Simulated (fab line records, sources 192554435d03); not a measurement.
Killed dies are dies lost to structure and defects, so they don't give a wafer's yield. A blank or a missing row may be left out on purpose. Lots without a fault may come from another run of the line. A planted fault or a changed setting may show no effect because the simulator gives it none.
fab line records | flow n5_finfet
record lots=24 wafers=72 last_day=18
route steps=1938 shown BEOL_M3@979
lots that met no fault: from a run of the same line without faults
start_h: hours from the record's first day to the start of the lot's first wafer shown | wait_h: hours since the lot's step before | " the same as in the row above | L1.1+2: a row that stands for several wafers | - no value, or no start given | * or withheld: withheld | < > ~ a bound
route shown NAME@n: a module of which the file shows steps, and the number in the route of the first | usual: mean/standard deviation of fault-free wafers | same: alike in all rows | chamber/n: place in a boat | sites: the reading at each site | _std_site: their standard deviation | _edge_site: outer sites' mean less inner sites' | radius_mm: how far each site lies from the wafer's centre | mask NAME#n: copy n | behind: the tool/chamber that last shaped the wafer | hold: why the lot was held/for how many hours/how that ended | device: the transistor (n, p or np) that didn't switch | end of line: the same wafers' tests at the end of the route | a step without rows: its recipe alone | killed: dies lost to structure and defects at the first sort, not the wafer's yield | map: a wafer's dies, x killed, . not, _ none there
set.NAME: the setting as run; set.NAME@STEP: as run at that earlier step | model.NAME: the simulator's own value behind a step, which no gauge read
steps of the route over a sample of lots; a table a step, a row a wafer
services: from which hour (start_h, from the record's first day; less than 0 if before it) a tool's chamber was out of use, for how many hours, and why
## steps
# step N5_BEOL_M3_STRIP_36
# recipe chemistry=N2/H2 power_w=450 temp_c=40 pressure_mtorr=20 rf_frequency_hz=6e+07 overash_fraction=0.3 bias_power_w=7 h2_frac=0.5 n2_flow_sccm=200 h2_flow_sccm=200
# usual drypump_motor_current_A=5.6/0.44 oes_product_au=0.82/0.081 rf_vpp_V=59.2/1.4 showerhead_plenum_p_Torr=2.56/0.1 throttle_valve_pct=23.83/0.27
# same overash_fraction=0.3
# columns lot.wafer tool chamber start_h wait_h drypump_motor_current_A oes_product_au rf_hours_counter_h rf_vpp_V showerhead_plenum_p_Torr throttle_valve_pct
L075.1 rie_diel-04 2 164.59 0.0 6.1 0.87 34 60.3 2.70 23.87
L075.2 " 1 " " 5.2 0.72 219 60.2 2.50 23.40
L075.6 " 2 " " 6.1 0.88 - 58.9 2.70 23.87
L076.4 rie_diel-05 3 169.99 0.0 5.9 0.88 41 59.7 2.70 23.56
L076.5 " 1 " " 6.3 0.71 - 59.8 2.54 24.19
L076.6 " 0 " " 5.4 0.70 - 59.8 2.42 24.13
L074.3 rie_diel-05 2 173.11 0.0 5.5 0.82 87 60.9 2.46 23.73
L074.5 " 3 " " 5.9 0.88 - 57.9 2.70 23.57
L074.6 " 2 " " 5.5 0.81 - 59.8 2.46 23.76
L077.2 rie_diel-04 1 179.59 0.0 5.2 0.70 223 56.6 2.50 23.45
L077.5 " 3 " " 6.2 0.79 - 59.4 2.47 24.28
L077.6 " 2 " " 6.1 0.86 - 60.1 2.69 23.87
L078.3 rie_diel-02 0 189.69 0.0 5.7 0.72 190 59.0 2.53 23.82
L078.4 " 3 " " 5.7 0.93 24 59.1 2.51 24.04
L078.6 " 1 " " 5.1 0.95 - 59.5 2.49 23.82
L079.2 rie_diel-04 2 198.75 0.0 6.2 0.84 43 60.4 2.69 23.88
L079.3 " 0 " " 4.8 0.92 10 60.0 2.72 23.32
L079.4 " 3 " " 6.2 0.78 125 60.6 2.47 24.31
L080.2 rie_diel-02 3 203.91 0.0 5.7 0.93 27 58.5 2.50 24.07
L080.5 " 2 " " 5.9 0.86 - 61.5 2.70 23.85
L080.6 " 3 " " 5.7 0.92 - 60.6 2.50 24.03
L083.3 rie_diel-04 1 207.66 0.0 5.2 0.71 231 58.5 2.50 23.41
L083.5 " 1 " " 5.2 0.70 - 58.4 2.50 23.42
L083.6 " 0 " " 4.8 0.91 - 59.2 2.72 23.32
L081.1 rie_diel-04 2 216.21 0.0 6.1 0.84 49 59.0 2.69 23.88
L081.4 " 3 " " 6.2 0.80 132 57.7 2.46 24.29
L081.5 " 1 " " 5.2 0.70 - 60.2 2.50 23.44
L084.2 rie_diel-02 2 233.89 0.0 5.8 0.86 48 59.0 2.69 23.80
L084.3 " 1 " " 5.1 0.90 26 59.9 2.48 23.82
L084.5 " 2 " " 5.8 0.85 - 60.7 2.70 23.79
L082.1 rie_diel-02 2 235.78 0.0 5.9 0.84 49 59.1 2.69 23.82
L082.3 " 1 " " 5.1 0.90 27 58.7 2.48 23.81
L082.4 " 3 " " 5.7 0.89 39 61.3 2.50 24.07
L085.2 rie_diel-02 3 236.93 0.0 5.7 0.89 39 58.6 2.50 24.04
L085.3 " 1 " " 5.1 0.91 27 59.4 2.48 23.86
L085.4 " 2 " " 5.9 0.84 49 59.4 2.69 23.81
L088.1 rie_diel-02 3 238.54 0.0 5.7 0.89 39 58.9 2.50 24.08
L088.5 " 2 " " 5.9 0.84 - 60.3 2.69 23.82
L088.6 " 1 " " 5.0 0.91 - 58.7 2.48 23.83
L086.1 rie_diel-02 3 242.84 0.0 5.7 0.89 40 58.1 2.50 24.09
L086.5 " 1 " " 5.0 0.89 - 59.9 2.48 23.83
L086.6 " 2 " " 5.8 0.84 - 58.6 2.69 23.85
L087.1 rie_diel-02 1 250.49 0.0 5.1 0.91 31 59.2 2.48 23.84
L087.3 " 3 " " 5.7 0.89 42 59.2 2.50 24.08
L087.6 " 0 " " 5.7 0.70 - 57.8 2.52 23.84
L089.2 rie_diel-05 3 250.61 0.0 5.9 0.85 61 60.1 2.69 23.58
L089.5 " 0 " " 5.3 0.70 - 61.2 2.41 24.11
L089.6 " 3 " " 5.9 0.85 - 61.1 2.69 23.59
L090.1 rie_diel-04 0 259.14 0.0 4.8 0.88 31 59.7 2.71 23.36
L090.3 " 1 " " 5.2 0.69 249 59.8 2.49 23.44
L090.4 " 2 " " 6.2 0.82 62 62.3 2.68 23.88
L092.1 rie_diel-04 3 271.95 0.0 6.2 0.76 149 56.7 2.46 24.33
L092.4 " 0 " " 4.8 0.87 - 61.3 2.71 23.36
L092.6 " 3 " " 6.2 0.77 - 60.8 2.46 24.30
L093.1 rie_diel-02 0 275.30 0.0 5.8 0.69 220 57.9 2.52 23.82
L093.2 " 1 " " 5.1 0.89 39 58.6 2.47 23.87
L093.4 " 3 " " 5.7 0.88 49 60.3 2.49 24.08
L091.1 rie_diel-05 2 277.40 0.0 5.5 0.79 115 60.9 2.45 23.81
L091.2 " 3 " " 5.9 0.82 71 59.4 2.69 23.61
L091.3 " 1 " " 6.3 0.69 214 56.8 2.53 24.25
L095.3 rie_diel-02 3 278.06 0.0 5.7 0.88 50 62.0 2.49 24.08
L095.5 " 3 " " 5.8 0.88 - 57.5 2.49 24.09
L095.6 " 0 " " 5.7 0.69 - 58.2 2.52 23.82
L094.1 rie_diel-02 3 289.52 0.0 5.7 0.87 55 59.6 2.49 24.09
L094.5 " 3 " " 5.7 0.86 - 57.3 2.49 24.07
L094.6 " 0 " " 5.7 0.69 - 60.1 2.52 23.84
L096.1 rie_diel-02 3 303.86 0.0 5.7 0.86 60 59.9 2.49 24.09
L096.2 " 0 " " 5.7 0.69 230 58.1 2.51 23.86
L096.4 " 2 " " 5.8 0.82 70 59.2 2.68 23.86
L097.2 rie_diel-04 3 307.22 0.0 6.2 0.77 160 58.8 2.45 24.34
L097.3 " 1 " " 5.2 0.99 7 61.5 2.49 23.27
L097.5 " 0 " " 4.8 0.85 - 59.3 2.70 23.37
# step N5_BEOL_M3_STRIP_97
# recipe chemistry=N2/H2 time_s=10 power_w=450 temp_c=40 pressure_mtorr=20 rf_frequency_hz=6e+07 bias_power_w=7 n2_flow_sccm=200 h2_flow_sccm=200
# usual drypump_motor_current_A=5.6/0.44 oes_product_au=0.82/0.081 rf_vpp_V=59.2/0.89 showerhead_plenum_p_Torr=2.56/0.1 throttle_valve_pct=23.84/0.27
# columns lot.wafer tool chamber start_h wait_h drypump_motor_current_A oes_product_au rf_hours_counter_h rf_vpp_V showerhead_plenum_p_Torr throttle_valve_pct
L075.1 rie_diel-04 2 - - 6.1 0.87 34 60.5 2.70 23.87
L075.2 " 1 " " 5.2 0.70 219 58.3 2.50 23.41
L075.6 " 2 " " 6.1 0.87 - 60.8 2.70 23.87
L076.4 rie_diel-05 3 - - 5.9 0.87 41 60.8 2.70 23.56
L076.5 " 1 " " 6.3 0.71 - 59.4 2.54 24.21
L076.6 " 0 " " 5.4 0.70 - 59.0 2.42 24.12
L074.3 rie_diel-05 2 - - 5.5 0.81 87 58.7 2.46 23.76
L074.5 " 3 " " 5.9 0.86 - 59.0 2.70 23.56
L074.6 " 2 " " 5.5 0.82 - 58.6 2.46 23.75
L077.2 rie_diel-04 1 - - 5.2 0.71 223 59.0 2.50 23.43
L077.5 " 3 " " 6.2 0.79 - 60.2 2.47 24.30
L077.6 " 2 " " 6.2 0.86 - 60.1 2.69 23.87
L078.3 rie_diel-02 0 - - 5.8 0.72 190 59.1 2.53 23.79
L078.4 " 3 " " 5.7 0.92 24 59.9 2.50 24.03
L078.6 " 1 " " 5.1 0.94 - 60.3 2.49 23.81
L079.2 rie_diel-04 2 - - 6.2 0.86 43 60.9 2.69 23.86
L079.3 " 0 " " 4.8 0.92 10 58.2 2.72 23.34
L079.4 " 3 " " 6.2 0.80 125 59.0 2.47 24.30
L080.2 rie_diel-02 3 - - 5.8 0.92 28 59.4 2.50 24.05
L080.5 " 2 " " 5.8 0.86 - 60.6 2.70 23.82
L080.6 " 3 " " 5.7 0.91 - 58.3 2.50 24.04
L083.3 rie_diel-04 1 - - 5.2 0.70 231 59.3 2.50 23.42
L083.5 " 1 " " 5.2 0.70 - 58.5 2.50 23.43
L083.6 " 0 " " 4.8 0.91 - 59.8 2.72 23.33
L081.1 rie_diel-04 2 - - 6.1 0.84 49 59.5 2.69 23.89
L081.4 " 3 " " 6.2 0.78 132 60.4 2.46 24.30
L081.5 " 1 " " 5.2 0.70 - 58.4 2.50 23.43
L084.2 rie_diel-02 2 - - 5.9 0.84 48 59.9 2.69 23.82
L084.3 " 1 " " 5.1 0.90 26 59.7 2.48 23.83
L084.5 " 2 " " 5.8 0.85 - 60.1 2.70 23.82
L082.1 rie_diel-02 2 - - 5.8 0.84 49 60.1 2.69 23.84
L082.3 " 1 " " 5.1 0.91 27 58.9 2.48 23.83
L082.4 " 3 " " 5.7 0.90 39 58.6 2.50 24.09
L085.2 rie_diel-02 3 - - 5.7 0.89 39 60.3 2.50 24.06
L085.3 " 1 " " 5.1 0.91 27 56.6 2.48 23.82
L085.4 " 2 " " 5.8 0.86 49 60.1 2.69 23.84
L088.1 rie_diel-02 3 - - 5.7 0.90 39 59.7 2.50 24.05
L088.5 " 2 " " 5.9 0.85 - 58.3 2.69 23.84
L088.6 " 1 " " 5.1 0.91 - 58.5 2.48 23.84
L086.1 rie_diel-02 3 - - 5.7 0.90 40 58.7 2.50 24.06
L086.5 " 1 " " 5.1 0.89 - 58.6 2.48 23.82
L086.6 " 2 " " 5.8 0.85 - 61.2 2.69 23.84
L087.1 rie_diel-02 1 - - 5.1 0.90 31 58.3 2.48 23.85
L087.3 " 3 " " 5.7 0.89 42 58.8 2.50 24.06
L087.6 " 0 " " 5.8 0.70 - 59.5 2.52 23.82
L089.2 rie_diel-05 3 - - 5.9 0.84 61 60.5 2.69 23.57
L089.5 " 0 " " 5.4 0.68 - 58.0 2.41 24.16
L089.6 " 3 " " 5.9 0.85 - 58.8 2.69 23.59
L090.1 rie_diel-04 0 - - 4.8 0.87 31 60.4 2.71 23.36
L090.3 " 1 " " 5.2 0.69 249 59.5 2.49 23.45
L090.4 " 2 " " 6.2 0.82 62 59.3 2.68 23.89
L092.1 rie_diel-04 3 - - 6.2 0.76 149 57.6 2.46 24.33
L092.4 " 0 " " 4.8 0.87 - 60.7 2.71 23.35
L092.6 " 3 " " 6.2 0.76 - 58.3 2.46 24.32
L093.1 rie_diel-02 0 - - 5.7 0.69 220 58.7 2.52 23.83
L093.2 " 1 " " 5.1 0.88 39 59.3 2.48 23.87
L093.4 " 3 " " 5.7 0.89 49 58.5 2.49 24.07
L091.1 rie_diel-05 2 - - 5.5 0.78 115 58.3 2.45 23.78
L091.2 " 3 " " 5.9 0.83 71 59.3 2.69 23.59
L091.3 " 1 " " 6.3 0.69 214 58.5 2.53 24.25
L095.3 rie_diel-02 3 - - 5.7 0.87 50 58.6 2.49 24.08
L095.5 " 3 " " 5.7 0.87 - 58.6 2.49 24.08
L095.6 " 0 " " 5.7 0.69 - 58.6 2.52 23.83
L094.1 rie_diel-02 3 - - 5.7 0.85 55 59.7 2.49 24.09
L094.5 " 3 " " 5.7 0.87 - 58.6 2.49 24.08
L094.6 " 0 " " 5.7 0.69 - 57.9 2.52 23.84
L096.1 rie_diel-02 3 - - 5.7 0.86 60 58.6 2.49 24.07
L096.2 " 0 " " 5.8 0.70 230 59.9 2.51 23.84
L096.4 " 2 " " 5.8 0.82 70 59.9 2.69 23.87
L097.2 rie_diel-04 3 - - 6.2 0.77 160 59.1 2.45 24.34
L097.3 " 1 " " 5.2 1.00 7 59.5 2.49 23.26
L097.5 " 0 " " 4.8 0.85 - 59.9 2.70 23.37
# step N5_BEOL_M3_ANNEAL_80
# recipe temp_c=400 time_s=240 ambient=vacuum
# usual heater_power_w=813/68 susceptor_temp_C=400.03/0.22
# columns lot.wafer tool chamber start_h wait_h heater_power_w susceptor_temp_C
L075.1 pvd_sputter-02 - 166.33 0.0 911 400.15
L075.2 " - " " 769 399.85
L075.6 " - " " 920 400.34
L076.4 pvd_sputter-02 - 171.29 0.1 753 400.02
L076.5 " - " " 929 399.98
L076.6 " - " " 776 399.99
L074.3 pvd_sputter-01 - 174.74 0.0 782 399.71
L074.5 " - " " 807 399.91
L074.6 " - " " 863 400.03
L077.2 pvd_sputter-03 - 181.37 0.0 814 400.11
L077.5 " - " " 949 400.15
L077.6 " - " " 848 400.16
L078.3 pvd_sputter-03 - 191.99 0.0 801 400.37
L078.4 " - " " 863 399.97
L078.6 " - " " 753 400.14
L079.2 pvd_sputter-01 - 200.47 0.0 808 399.91
L079.3 " - " " 736 400.19
L079.4 " - " " 872 400.46
L080.2 pvd_sputter-02 - 205.61 0.0 709 399.96
L080.5 " - " " 907 399.85
L080.6 " - " " 759 399.99
L083.3 pvd_sputter-03 - 209.59 0.0 801 400.52
L083.5 " - " " 805 400.36
L083.6 " - " " 754 400.14
L081.1 pvd_sputter-03 - 219.55 0.0 804 400.03
L081.4 " - " " 964 400.52
L081.5 " - " " 930 400.46
L084.2 pvd_sputter-03 - 235.65 0.0 812 400.04
L084.3 " - " " 755 400.08
L084.5 " - " " 735 400.04
L082.1 pvd_sputter-01 - 237.43 0.0 750 400.06
L082.3 " - " " 809 400.05
L082.4 " - " " 865 400.11
L085.2 pvd_sputter-03 - 238.83 0.0 797 400.11
L085.3 " - " " 826 399.78
L085.4 " - " " 926 400.28
L088.1 pvd_sputter-01 - 240.43 0.0 774 400.01
L088.5 " - " " 816 400.05
L088.6 " - " " 753 399.99
L086.1 pvd_sputter-02 - 245.90 0.0 931 399.99
L086.5 " - " " 761 400.11
L086.6 " - " " 929 399.51
L087.1 pvd_sputter-02 - 252.10 0.0 924 399.63
L087.3 " - " " 708 399.84
L087.6 " - " " 769 399.84
L089.2 pvd_sputter-01 - 252.23 0.0 785 400.14
L089.5 " - " " 858 400.00
L089.6 " - " " 802 400.09
L090.1 pvd_sputter-01 - 260.89 0.0 809 399.62
L090.3 " - " " 765 399.61
L090.4 " - " " 803 400.22
L092.1 pvd_sputter-01 - 273.67 0.0 784 400.27
L092.4 " - " " 804 399.64
L092.6 " - " " 817 399.72
L093.1 pvd_sputter-03 - 276.98 0.0 812 400.15
L093.2 " - " " 745 399.82
L093.4 " - " " 926 399.65
L091.1 pvd_sputter-01 - 279.37 0.0 745 399.92
L091.2 " - " " 807 400.17
L091.3 " - " " 842 400.44
L095.3 pvd_sputter-02 - 279.54 0.0 914 400.22
L095.5 " - " " 756 400.19
L095.6 " - " " 707 400.11
L094.1 pvd_sputter-02 - 292.87 0.0 763 400.04
L094.5 " - " " 699 399.92
L094.6 " - " " 800 400.03
L096.1 pvd_sputter-02 - 305.81 0.0 794 400.29
L096.2 " - " " 933 399.91
L096.4 " - " " 721 400.12
L097.2 pvd_sputter-03 - 309.89 0.0 787 399.72
L097.3 " - " " 925 400.06
L097.5 " - " " 897 400.13
# step N5_BEOL_M3_SPUTTER_86
# recipe material=Cu target_thk_a=45 temp_c=-20 chamber_pressure_pa=0.07 power_w=withheld time_s=8.29
# usual susceptor_temp_C=-19.99/0.1 throttle_valve_pct=29.9/0.92
# columns lot.wafer tool chamber start_h wait_h susceptor_temp_C throttle_valve_pct
L075.1 pvd_sputter-02 - 166.69 0.1 -19.94 30.0
L075.2 " - " " -20.09 29.5
L075.6 " - " " -19.90 30.2
L076.4 pvd_sputter-02 - 171.62 0.0 -19.89 30.2
L076.5 " - " " -19.94 29.7
L076.6 " - " " -19.99 29.5
L074.3 pvd_sputter-01 - 175.10 0.1 -20.16 30.0
L074.5 " - " " -20.20 30.6
L074.6 " - " " -20.03 31.0
L077.2 pvd_sputter-03 - 181.73 0.1 -20.13 28.8
L077.5 " - " " -20.08 29.6
L077.6 " - " " -20.02 28.3
L078.3 pvd_sputter-03 - 192.35 0.1 -19.78 29.0
L078.4 " - " " -20.11 28.2
L078.6 " - " " -20.00 31.4
L079.2 pvd_sputter-01 - 200.83 0.1 -20.01 30.8
L079.3 " - " " -20.11 28.8
L079.4 " - " " -20.08 30.9
L080.2 pvd_sputter-02 - 205.97 0.1 -19.89 29.7
L080.5 " - " " -19.98 30.1
L080.6 " - " " -20.11 30.5
L083.3 pvd_sputter-03 - 209.95 0.1 -20.00 28.9
L083.5 " - " " -19.96 29.1
L083.6 " - " " -20.01 31.7
L081.1 pvd_sputter-03 - 219.91 0.1 -19.89 29.0
L081.4 " - " " -20.03 29.4
L081.5 " - " " -19.99 29.7
L084.2 pvd_sputter-03 - 236.01 0.1 -20.00 29.0
L084.3 " - " " -20.02 31.5
L084.5 " - " " -19.96 31.4
L082.1 pvd_sputter-01 - 237.79 0.1 -19.99 29.0
L082.3 " - " " -20.03 30.0
L082.4 " - " " -19.96 31.0
L085.2 pvd_sputter-03 - 239.19 0.1 -19.90 29.0
L085.3 " - " " -19.95 28.0
L085.4 " - " " -20.13 29.5
L088.1 pvd_sputter-01 - 240.79 0.1 -19.92 30.0
L088.5 " - " " -20.05 30.6
L088.6 " - " " -20.15 29.0
L086.1 pvd_sputter-02 - 246.26 0.1 -20.01 29.8
L086.5 " - " " -19.87 30.1
L086.6 " - " " -20.07 29.9
L087.1 pvd_sputter-02 - 252.46 0.1 -19.97 29.9
L087.3 " - " " -19.83 29.5
L087.6 " - " " -20.08 30.1
L089.2 pvd_sputter-01 - 252.59 0.1 -19.99 30.4
L089.5 " - " " -20.11 31.2
L089.6 " - " " -20.02 30.1
L090.1 pvd_sputter-01 - 261.25 0.1 -19.90 30.6
L090.3 " - " " -19.88 29.0
L090.4 " - " " -20.06 30.3
L092.1 pvd_sputter-01 - 274.03 0.1 -19.95 30.1
L092.4 " - " " -19.92 30.7
L092.6 " - " " -19.90 30.7
L093.1 pvd_sputter-03 - 277.34 0.1 -20.14 29.0
L093.2 " - " " -19.79 31.6
L093.4 " - " " -20.00 29.6
L091.1 pvd_sputter-01 - 279.73 0.1 -19.79 29.0
L091.2 " - " " -20.14 30.7
L091.3 " - " " -20.15 30.9
L095.3 pvd_sputter-02 - 279.90 0.1 -19.94 30.1
L095.5 " - " " -19.91 30.5
L095.6 " - " " -19.90 29.4
L094.1 pvd_sputter-02 - 293.23 0.1 -19.84 30.4
L094.5 " - " " -20.10 29.8
L094.6 " - " " -19.93 29.7
L096.1 pvd_sputter-02 - 306.17 0.1 -20.00 29.9
L096.2 " - " " -19.95 29.8
L096.4 " - " " -20.05 29.7
L097.2 pvd_sputter-03 - 310.25 0.1 -19.96 28.9
L097.3 " - " " -19.86 29.2
L097.5 " - " " -19.82 29.7
# step N5_BEOL_M3_SPUTTER_96
# recipe material=Cu target_thk_a=45 temp_c=-20 chamber_pressure_pa=0.07 power_w=withheld time_s=8.29
# usual susceptor_temp_C=-20.01/0.1 throttle_valve_pct=30.0/0.87
# columns lot.wafer tool chamber start_h wait_h susceptor_temp_C throttle_valve_pct
L075.1 pvd_sputter-02 - 167.79 0.1 -20.13 30.2
L075.2 " - " " -19.93 29.7
L075.6 " - " " -19.93 29.8
L076.4 pvd_sputter-02 - 172.72 0.0 -19.93 30.5
L076.5 " - " " -19.90 29.9
L076.6 " - " " -20.07 29.7
L074.3 pvd_sputter-01 - 176.20 0.1 -20.02 29.9
L074.5 " - " " -20.00 30.9
L074.6 " - " " -20.12 31.0
L077.2 pvd_sputter-03 - 182.83 0.1 -19.90 29.0
L077.5 " - " " -20.10 29.9
L077.6 " - " " -20.04 28.2
L078.3 pvd_sputter-03 - 193.45 0.1 -20.13 29.0
L078.4 " - " " -20.08 28.2
L078.6 " - " " -19.99 31.6
L079.2 pvd_sputter-01 - 201.93 0.1 -19.79 30.5
L079.3 " - " " -20.19 29.3
L079.4 " - " " -19.81 30.6
L080.2 pvd_sputter-02 - 207.07 0.1 -20.01 29.9
L080.5 " - " " -20.17 29.9
L080.6 " - " " -20.01 30.5
L083.3 pvd_sputter-03 - 211.05 0.1 -19.90 29.0
L083.5 " - " " -20.04 29.3
L083.6 " - " " -20.02 31.5
L081.1 pvd_sputter-03 - 221.01 0.1 -19.83 29.2
L081.4 " - " " -20.06 29.7
L081.5 " - " " -19.99 29.3
L084.2 pvd_sputter-03 - 237.11 0.1 -20.20 29.3
L084.3 " - " " -20.02 31.4
L084.5 " - " " -19.97 31.6
L082.1 pvd_sputter-01 - 238.89 0.1 -19.94 29.1
L082.3 " - " " -19.88 30.5
L082.4 " - " " -19.86 30.7
L085.2 pvd_sputter-03 - 240.29 0.1 -19.93 29.3
L085.3 " - " " -20.12 27.9
L085.4 " - " " -20.06 29.5
L088.1 pvd_sputter-01 - 241.89 0.1 -19.89 30.3
L088.5 " - " " -20.12 30.5
L088.6 " - " " -20.22 28.9
L086.1 pvd_sputter-02 - 247.36 0.1 -20.15 29.8
L086.5 " - " " -20.05 30.4
L086.6 " - " " -20.13 29.9
L087.1 pvd_sputter-02 - 253.56 0.1 -19.85 29.9
L087.3 " - " " -19.85 29.8
L087.6 " - " " -19.89 30.5
L089.2 pvd_sputter-01 - 253.69 0.1 -20.08 30.4
L089.5 " - " " -19.96 31.2
L089.6 " - " " -19.77 30.5
L090.1 pvd_sputter-01 - 262.35 0.1 -19.96 30.7
L090.3 " - " " -20.10 29.1
L090.4 " - " " -20.10 30.1
L092.1 pvd_sputter-01 - 275.13 0.1 -19.90 30.0
L092.4 " - " " -19.96 30.6
L092.6 " - " " -20.08 30.7
L093.1 pvd_sputter-03 - 278.44 0.1 -20.31 28.9
L093.2 " - " " -20.06 31.4
L093.4 " - " " -19.81 29.7
L091.1 pvd_sputter-01 - 280.83 0.1 -20.03 29.3
L091.2 " - " " -20.08 30.6
L091.3 " - " " -19.88 30.7
L095.3 pvd_sputter-02 - 281.00 0.1 -20.08 30.2
L095.5 " - " " -19.93 30.4
L095.6 " - " " -20.07 29.5
L094.1 pvd_sputter-02 - 294.33 0.1 -20.14 30.3
L094.5 " - " " -19.99 29.9
L094.6 " - " " -20.12 29.7
L096.1 pvd_sputter-02 - 307.27 0.1 -19.99 29.9
L096.2 " - " " -19.92 30.1
L096.4 " - " " -20.13 29.9
L097.2 pvd_sputter-03 - 311.35 0.1 -20.08 28.9
L097.3 " - " " -19.97 29.6
L097.5 " - " " -20.00 29.5
# step N5_BEOL_M3_CMP_52
# recipe stop_on=SiOC t_overpolish_s=6.8 down_force_psi=1 platen_rpm=50 clearing_platen_down_force_psi=1.5 clearing_platen_rpm=50 post_cmp_clean=cu_alkaline target_thk_nm=40 clearing_platen_pad_velocity_m_s=0.99484 pad_velocity_m_s=0.99484
# usual barrier_field_endpoint_s=24.4/0.61 motor_current_A=6.2/0.75 overpolish_run_s=6.801/0.0095 slurry_filter_dp_kPa=13.49/0.13 time_to_endpoint_s=61.1/2.9
# columns lot.wafer tool chamber start_h wait_h barrier_field_endpoint_s motor_current_A overpolish_run_s slurry_filter_dp_kPa time_to_endpoint_s
L075.1 cmp-01 1 169.32 0.3 24.6 5.0 6.812 13.59 66.1
L075.2 " 3 " " 24.6 6.4 6.805 13.53 66.0
L075.6 " 2 " " 24.4 6.9 6.802 13.58 63.6
L076.4 cmp-02 1 173.21 0.2 23.6 7.3 6.788 13.59 58.0
L076.5 " 0 " " 23.3 6.7 6.804 13.56 57.4
L076.6 " 1 " " 22.9 7.7 6.795 13.28 53.6
L074.3 cmp-03 3 177.63 0.2 24.5 6.4 6.785 13.45 64.2
L074.5 " 2 " " 24.7 5.3 6.808 13.48 60.3
L074.6 " 3 " " 24.8 6.3 6.798 13.35 63.4
L077.2 cmp-01 2 183.41 0.2 24.7 6.6 6.819 13.70 60.7
L077.5 " 2 " " 23.9 6.6 6.793 13.59 61.5
L077.6 " 3 " " 25.6 6.2 6.808 13.31 66.3
L078.3 cmp-02 2 194.20 0.3 24.2 5.8 6.805 13.61 61.6
L078.4 " 3 " " 23.5 5.5 6.805 13.54 55.3
L078.6 " 0 " " 23.3 6.4 6.802 13.51 56.7
L079.4 cmp-03 2 202.42 0.1 24.2 5.4 6.806 13.34 61.0
L079.3 " 3 " " 24.7 6.2 6.801 13.57 63.4
L079.2 " 0 " " 24.2 6.0 6.795 13.58 59.9
L080.2 cmp-01 0 207.56 0.2 24.0 5.5 6.801 13.52 60.3
L080.5 " 0 " " 24.2 5.7 6.778 13.59 60.0
L080.6 " 1 " " 25.4 5.1 6.813 13.47 64.8
L083.3 cmp-02 0 211.54 0.2 23.7 6.5 6.820 13.36 63.3
L083.6 " 0 " " 23.9 6.3 6.798 13.40 62.0
L083.5 " 1 " " 24.1 7.4 6.801 13.49 63.2
L081.4 cmp-02 1 221.92 0.2 23.7 7.7 6.789 13.82 56.8
L081.1 " 2 " " 23.0 5.7 6.807 13.53 59.9
L081.5 " 1 " " 23.7 7.9 6.793 13.35 57.4
L084.2 cmp-02 3 237.71 0.3 23.5 5.4 6.816 13.40 58.1
L084.3 " 0 " " 24.0 6.3 6.803 13.41 57.1
L084.5 " 2 " " 25.3 5.9 6.787 13.44 63.5
L082.3 cmp-02 2 239.61 0.2 24.2 5.6 6.800 13.38 61.8
L082.4 " 0 " " 24.2 6.1 6.793 13.44 58.1
L082.1 " 1 " " 23.9 7.7 6.802 13.50 59.2
L085.2 cmp-03 3 240.95 0.2 24.4 6.4 6.775 13.47 61.8
L085.4 " 1 " " 24.4 5.9 6.799 13.52 62.2
L085.3 " 2 " " 23.0 5.4 6.785 13.55 57.7
L088.1 cmp-01 0 242.42 0.3 24.4 5.7 6.813 13.43 63.0
L088.6 " 3 " " 24.8 6.5 6.808 13.20 62.3
L088.5 " 0 " " 23.8 5.5 6.793 13.31 57.0
L086.1 cmp-03 2 248.11 0.5 24.2 5.6 6.789 13.76 62.9
L086.6 " 0 " " 24.1 6.0 6.795 13.60 58.4
L086.5 " 1 " " 24.9 6.3 6.797 13.63 65.3
L087.1 cmp-01 2 254.05 0.3 24.7 7.1 6.797 13.38 61.8
L087.3 " 1 " " 24.5 4.7 6.800 13.57 62.1
L087.6 " 3 " " 24.9 5.9 6.791 13.51 63.2
L089.2 cmp-02 2 254.32 0.2 25.4 5.7 6.807 13.47 64.2
L089.5 " 2 " " 25.5 5.7 6.795 13.33 61.3
L089.6 " 3 " " 23.9 5.6 6.812 13.30 59.7
L090.4 cmp-03 0 262.85 0.1 24.0 6.1 6.808 13.26 59.9
L090.3 " 1 " " 24.6 6.2 6.795 13.39 61.5
L090.1 " 3 " " 24.8 6.2 6.805 13.47 63.8
L092.1 cmp-02 0 275.62 0.3 23.8 6.4 6.814 13.53 58.0
L092.4 " 2 " " 25.4 5.8 6.796 13.27 65.9
L092.6 " 1 " " 24.3 7.8 6.802 13.45 60.9
L093.2 cmp-02 3 279.20 0.3 23.9 5.2 6.793 13.46 56.4
L093.4 " 0 " " 25.7 6.7 6.804 13.50 60.1
L093.1 " 1 " " 25.1 7.5 6.806 13.39 59.7
L091.1 cmp-03 1 281.32 0.3 24.2 6.2 6.796 13.22 65.5
L091.2 " 2 " " 24.8 5.3 6.799 13.64 61.8
L091.3 " 0 " " 23.7 6.1 6.806 13.57 57.8
L095.3 cmp-02 3 281.70 0.3 24.6 5.4 6.804 13.55 59.8
L095.6 " 0 " " 25.1 6.2 6.792 13.43 58.7
L095.5 " 1 " " 24.6 7.8 6.798 13.40 56.5
L094.1 cmp-02 3 294.93 0.4 24.5 5.4 6.802 13.53 57.2
L094.5 " 0 " " 25.2 6.2 6.792 13.76 58.2
L094.6 " 1 " " 24.4 7.5 6.792 13.64 58.0
L096.4 cmp-03 3 307.80 0.2 24.6 6.3 6.798 13.41 67.1
L096.1 " 0 " " 24.0 6.0 6.804 13.30 60.7
L096.2 " 1 " " 24.2 6.2 6.800 13.70 64.4
L097.3 cmp-03 3 312.29 0.2 24.8 5.9 6.812 13.38 64.3
L097.2 " 0 " " 24.3 6.0 6.815 13.75 62.3
L097.5 " 3 " " 25.4 6.1 6.812 13.53 63.9
## services
# columns tool chamber start_h hours kind
cmp-03 - 144.78 18.1 pm
rie_diel-04 0 145.27 - clean
rie_diel-04 0 145.27 - consumable_replace:focus_ring
rie_diel-04 0 145.27 - consumable_replace:showerhead
rie_diel-04 0 145.27 22.0 scheduled_down
rie_diel-04 0 145.27 22.0 vent_cycle
rie_diel-02 2 146.85 7.3 repair
cmp-03 - 166.26 1.2 repair
cmp-03 - 171.73 1.7 repair
rie_diel-02 - 174.45 5.9 repair
cmp-03 - 183.05 3.6 repair
rie_diel-05 - 207.71 14.6 pm
cmp-02 - 212.68 4.0 pm
cmp-02 - 216.68 - consumable_replace:conditioner
cmp-02 - 216.68 - consumable_replace:pad
rie_diel-05 1 238.66 19.1 repair
cmp-01 - 244.21 6.1 repair
rie_diel-02 3 253.47 2.3 repair
rie_diel-04 1 263.33 - clean
rie_diel-04 1 263.33 - consumable_replace:focus_ring
cmp-03 - 263.43 1.4 repair
cmp-03 - 286.11 1.6 repair
cmp-01 - 308.39 4.0 pm
pvd_sputter-01 - 312.40 8.6 repair
## key
fault none
